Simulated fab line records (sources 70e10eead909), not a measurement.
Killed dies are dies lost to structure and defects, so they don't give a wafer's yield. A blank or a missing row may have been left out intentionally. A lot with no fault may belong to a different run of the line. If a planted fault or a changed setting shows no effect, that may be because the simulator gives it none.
Struck lot and sound lot, side by side || flow nand_harc || 14 steps out of a route of 1302
Sound: the wafers L722.3, L722.4, L722.6. Struck: wafer L739.4. (L739.5, L739.6 of the same lot were not struck and are left out.) The cause comes at the end.
Each step with rows lists, per side, the tool, then ch with its chambers, then its first start. Under that, the readings that differ: sound wafers || struck wafers || difference of the means || sigmas: that difference in standard deviations of wafers without a fault.
alike: readings with means less than 2 such deviations apart, plus words and numbers identical on both sides. not compared: withheld readings, readings lacking a value on some wafer, bounds such as >300 that could conceal the same value, and numbers that have no deviation in the record and whose values overlap.
A row with sigmas, a row that says differs or no value, or rows on one side alone: a step with any of these is where the two part. Non-overlapping numbers with no deviation appear without sigmas and do not part them. A reading missing from all wafers of one side parts the sides only when that side holds two or more wafers.

first, 3 steps without rows for these wafers: NHARC_A_CHANNEL_HOLE_D1_STRIP_41 (strips in N2/H2); NHARC_A_CHANNEL_HOLE_D1_STRIP_42 (strips in CF4/CHF3); NHARC_A_CHANNEL_HOLE_D1_STRIP_43 (strips in O2/COS).
NHARC_A_CHANNEL_HOLE_D1_ETCH_44: etches the open film in CF4/O2, target depth 140 nm, overetch 14 nm, time 77 s.
  sound on rie_diel-01 ch 0,1,2, day 9 08:55; struck on rie_diel-12 ch 1, day 16 11:07
{"reading": "bias_w (W)", "sound": "99.59 100.06 99.81", "struck": 100.55, "difference": "+0.73", "sigmas": "+3"}
  alike: chamber_pressure_mTorr, drypump_motor_current_A, oes_product_au, rf_fwd_power_W, rf_vpp_V, showerhead_plenum_p_Torr, throttle_valve_pct
  not compared: rf_hours_counter_h
NHARC_A_CHANNEL_HOLE_D1_STRIP_27: strips in O2.
  sound: rie_diel-01 ch 0,2,3; struck: rie_diel-12 ch 2
  alike: chamber_pressure_mTorr, drypump_motor_current_A, oes_product_au, rf_vpp_V, showerhead_plenum_p_Torr, throttle_valve_pct
  not compared: rf_hours_counter_h
then, 2 steps without rows for these wafers: NHARC_A_CHANNEL_HOLE_D1_PRECLEAN_28 (cleans in SC1); NHARC_A_CHANNEL_HOLE_D1_SRD_29.
NHARC_A_CHANNEL_HOLE_D1_CD_MEAS_30:
  struck on cd_sem-03, day 16 11:55; sound on cd_sem-02, day 9 09:43
  alike: cd_nm
NHARC_A_CHANNEL_HOLE_D1_XSEM_31:
  sound on xsem-02 ch 0, day 9 09:48; struck on xsem-02 ch 0, day 16 12:01
  alike: bot_cd_nm, bow_nm, tilt_deg
NHARC_A_CHANNEL_HOLE_D1_INSPECT_40:
  struck on defect_inspect-02, day 16 12:05; sound on defect_inspect-02, day 9 09:53
  alike: raw_defect_count
then, 2 steps without rows for these wafers: NHARC_A_CHANNEL_FILL_D1_PRECLEAN_00 (cleans in SC1); NHARC_A_CHANNEL_FILL_D1_SRD_01.
NHARC_A_CHANNEL_FILL_D1_ALD_02: deposits SiO2, target thk 6 nm, pulse time 10 s, ald cycles 60.
  sound on ald_hk-03 ch 0,1, day 9 10:22; struck on ald_hk-03 ch 3, day 16 12:17
{"reading": "ald_cycles", "sound": "60 60 60", "struck": 73, "difference": "+13", "sigmas": ""}
  alike: heater_power_w, precursor_pulse_height_rel
NHARC_A_CHANNEL_FILL_D1_ALD_03: deposits SiNx, target thk 6 nm, pulse time 60 s, ald cycles 58.
  sound: ald_sin_batch-02 ch 0; struck: ald_sin_batch-03 ch 0
{"reading": "precursor_pulse_height_rel", "sound": "0.964 0.998 1.024", "struck": 1.051, "difference": "+0.056", "sigmas": "+3"}
  alike: chamber_pressure_Torr
  not compared: ald_cycles

== WHERE THEY PART ==
Last at NHARC_A_CHANNEL_FILL_D1_ALD_03 as far as this record goes, first at NHARC_A_CHANNEL_HOLE_D1_ETCH_44.

WHY: whatever the simulator had introduced
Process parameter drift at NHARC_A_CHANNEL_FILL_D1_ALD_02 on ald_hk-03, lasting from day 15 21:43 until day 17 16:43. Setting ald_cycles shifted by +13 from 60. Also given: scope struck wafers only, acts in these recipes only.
